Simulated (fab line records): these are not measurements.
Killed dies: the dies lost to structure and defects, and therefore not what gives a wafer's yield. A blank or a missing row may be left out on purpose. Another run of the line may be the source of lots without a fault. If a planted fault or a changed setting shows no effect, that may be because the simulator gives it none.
Matching of chambers | flow n5Finfet | N5_BEOL_M1_ETCH_64 on rieDiel-05: 4 sister chambers
The step etches SOC in N2/H2, target depth 75 nm, overetch 15 nm, time 112.5 s. 18 wafers are shown with their chamber, then 9 later ones without.

EACH WAFER AND ITS CHAMBER
wafer  | chamber | drypumpMotorCurrentA (A) | showerheadPlenumPTorr (Torr) | rfVppV (V)
L074.1 | 1       | 6.2                      | 2.62                         | 525.7
L074.4 | 3       | 5.9                      | 2.66                         | 526.5
L074.6 | 3       | 5.9                      | 2.66                         | 526.3
L075.1 | 2       | 5.4                      | 2.62                         | 526.9
L075.2 | 3       | 5.9                      | 2.66                         | 527.7
L075.6 | 3       | 5.9                      | 2.66                         | 527.0
L078.1 | 1       | 6.3                      | 2.62                         | 526.1
L078.4 | 1       | 6.3                      | 2.62                         | 524.4
L078.6 | 0       | 5.4                      | 2.45                         | 521.9
L080.1 | 1       | 6.3                      | 2.62                         | 525.4
L080.5 | 3       | 5.9                      | 2.65                         | 527.2
L080.6 | 1       | 6.2                      | 2.62                         | 525.3
L086.1 | 3       | 5.9                      | 2.64                         | 526.9
L086.4 | 2       | 5.4                      | 2.61                         | 525.4
L086.5 | 2       | 5.4                      | 2.61                         | 525.9
L088.3 | 0       | 5.4                      | 2.44                         | 522.2
L088.5 | 2       | 5.4                      | 2.61                         | 526.1
L088.6 | 1       | 6.3                      | 2.61                         | 524.6

SIGNATURES (averages over the wafers above)
reading               | chamber 0 | chamber 1 | chamber 2 | chamber 3 | scatter within a chamber
drypumpMotorCurrentA  | 5.400     | 6.267     | 5.400     | 5.900     | 0.0309
showerheadPlenumPTorr | 2.4450    | 2.6183    | 2.6125    | 2.6550    | 0.00632
rfVppV                | 522.050   | 525.250   | 526.075   | 526.933   | 0.571
Rule: for a wafer and a chamber, the distance is found by dividing, reading by reading, the gap between the wafer's reading and the chamber's mean by the reading's scatter, squaring, summing and taking the root. The wafer belongs to the nearest chamber; if the next one is less than 2 further off, it can't be placed. The scatter is the square root of a quotient: the sum, over the shown wafers, of each reading's squared deviation from its chamber's mean, divided by wafers minus chambers.

WAFERS WITHOUT THEIR CHAMBER
wafer  | drypumpMotorCurrentA (A) | showerheadPlenumPTorr (Torr) | rfVppV (V)
L090.2 | 5.4                      | 2.44                         | 520.4
L090.4 | 5.4                      | 2.61                         | 525.3
L090.6 | 5.9                      | 2.64                         | 525.8
L095.1 | 6.3                      | 2.61                         | 526.2
L095.2 | 5.4                      | 2.61                         | 525.3
L095.3 | 5.9                      | 2.64                         | 527.2
L097.2 | 5.4                      | 2.44                         | 520.2
L097.4 | 6.3                      | 2.61                         | 525.8
L097.6 | 5.9                      | 2.64                         | 526.3

WHICH CHAMBER EACH WENT THROUGH
wafer  | from the rows above | in truth
L090.2 | 0                   | 0
L090.4 | 2                   | 2
L090.6 | 3                   | 3
L095.1 | 1                   | 1
L095.2 | 2                   | 2
L095.3 | 3                   | 3
L097.2 | 0                   | 0
L097.4 | 1                   | 1
L097.6 | 3                   | 3
Correctly placed: 9 of 9. Can't be placed from these rows: 0. 0 placed wrongly.
